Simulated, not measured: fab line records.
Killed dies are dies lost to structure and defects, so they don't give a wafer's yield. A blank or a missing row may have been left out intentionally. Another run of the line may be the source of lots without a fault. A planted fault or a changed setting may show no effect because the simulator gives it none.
Chamber matching | flow n5_finfet | N5_BEOL_M3_ALD_98 on ald_sin-03 has 4 sister chambers
The step deposits SiO2, target thk 2.5 nm, pulse time 1 s, co reactant pulse time 1 s. 8 wafers are shown with their chamber, then 7 later ones without.

== WAFERS, EACH WITH ITS CHAMBER ==
wafer  | chamber | heater_power_w (W) | heater_power_outer_w (W)
L077.1 | 0       | 88                 | 41.1
L078.1 | 1       | 78                 | 37.6
L078.6 | 1       | 77                 | 37.8
L084.6 | 3       | 70                 | 35.9
L094.5 | 2       | 71                 | 39.0
L094.6 | 3       | 69                 | 35.6
L093.2 | 0       | 88                 | 40.0
L093.4 | 2       | 69                 | 38.0

== WAFERS WITH NO CHAMBER GIVEN ==
wafer  | heater_power_w (W) | heater_power_outer_w (W)
L093.6 | 87                 | 41.0
L095.1 | 89                 | 41.4
L095.3 | 77                 | 38.2
L095.4 | 72                 | 35.3
L096.1 | 79                 | 38.1
L096.2 | 70                 | 36.1
L096.3 | 89                 | 41.8

== WHICH CHAMBER EACH WENT THROUGH ==
wafer  | from the rows above | in truth
L093.6 | 0                   | 0
L095.1 | 0                   | 0
L095.3 | 1                   | 1
L095.4 | 3                   | 3
L096.1 | 1                   | 1
L096.2 | 3                   | 3
L096.3 | 0                   | 0
Correctly placed: 7 of 7. Left unplaced by these rows: 0. Wrongly placed: 0.
How it was worked out, from the rows above alone: a wafer's distance from a chamber is the root of the sum, over the readings, of the square of ((its reading less the chamber's mean) divided by the reading's scatter). The wafer belongs to the nearest chamber; if the next one is less than 2 further off, it can't be placed. A chamber's mean is the mean of its shown wafers. How the scatter is found: for the shown wafers, subtract from each reading the mean of its chamber, square and add these, divide the total by (wafers less chambers), then take the root.
